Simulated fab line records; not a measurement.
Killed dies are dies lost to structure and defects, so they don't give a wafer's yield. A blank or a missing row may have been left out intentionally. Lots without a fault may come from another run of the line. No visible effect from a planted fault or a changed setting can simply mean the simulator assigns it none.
Matching of chambers || flow n5 finfet || 3 sister chambers for N5_BEOL_M1_DEP_57 on pecvd-03
The step deposits SiCN from 3MS/NH3, target thk 8 nm, time 14 s. 3 wafers are shown with their chamber, then 8 later ones without.

== EACH WAFER AND ITS CHAMBER ==
{"wafer": "L082.2", "chamber": 0, "showerhead plenum p Torr (Torr)": 3.703}
{"wafer": "L082.4", "chamber": 1, "showerhead plenum p Torr (Torr)": 3.660}
{"wafer": "L090.3", "chamber": 2, "showerhead plenum p Torr (Torr)": 3.677}

== WAFERS WHOSE CHAMBER IS MISSING ==
{"wafer": "L090.4", "showerhead plenum p Torr (Torr)": 3.665}
{"wafer": "L090.6", "showerhead plenum p Torr (Torr)": 3.674}
{"wafer": "L095.2", "showerhead plenum p Torr (Torr)": 3.677}
{"wafer": "L095.5", "showerhead plenum p Torr (Torr)": 3.673}
{"wafer": "L095.6", "showerhead plenum p Torr (Torr)": 3.702}
{"wafer": "L096.4", "showerhead plenum p Torr (Torr)": 3.702}
{"wafer": "L096.5", "showerhead plenum p Torr (Torr)": 3.676}
{"wafer": "L096.6", "showerhead plenum p Torr (Torr)": 3.670}

== EACH ONE'S CHAMBER ==
{"wafer": "L090.4", "from the rows above": "can't be placed: 1 or 2", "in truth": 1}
{"wafer": "L090.6", "from the rows above": 2, "in truth": 2}
{"wafer": "L095.2", "from the rows above": 2, "in truth": 2}
{"wafer": "L095.5", "from the rows above": 2, "in truth": 2}
{"wafer": "L095.6", "from the rows above": 0, "in truth": 0}
{"wafer": "L096.4", "from the rows above": 0, "in truth": 0}
{"wafer": "L096.5", "from the rows above": 2, "in truth": 2}
{"wafer": "L096.6", "from the rows above": "can't be placed: 2 or 1", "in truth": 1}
6 of 8 placed correctly. Not placeable from these rows: 2 (in 2, the candidates include the true chamber). Placed wrongly: 0.
How it was worked out, from the rows above alone: a wafer's distance from a chamber is the root of the sum, over the readings, of the square of ((its reading less the chamber's mean) divided by the reading's scatter). If the next closest chamber is less than 2 further off than the closest, the wafer can't be placed; otherwise it belongs to the closest. Each chamber's mean is taken over the wafers shown for it. The scatter: with one shown wafer a chamber, the root of the mean of the squares of how far each hidden wafer lies from its nearest shown one.
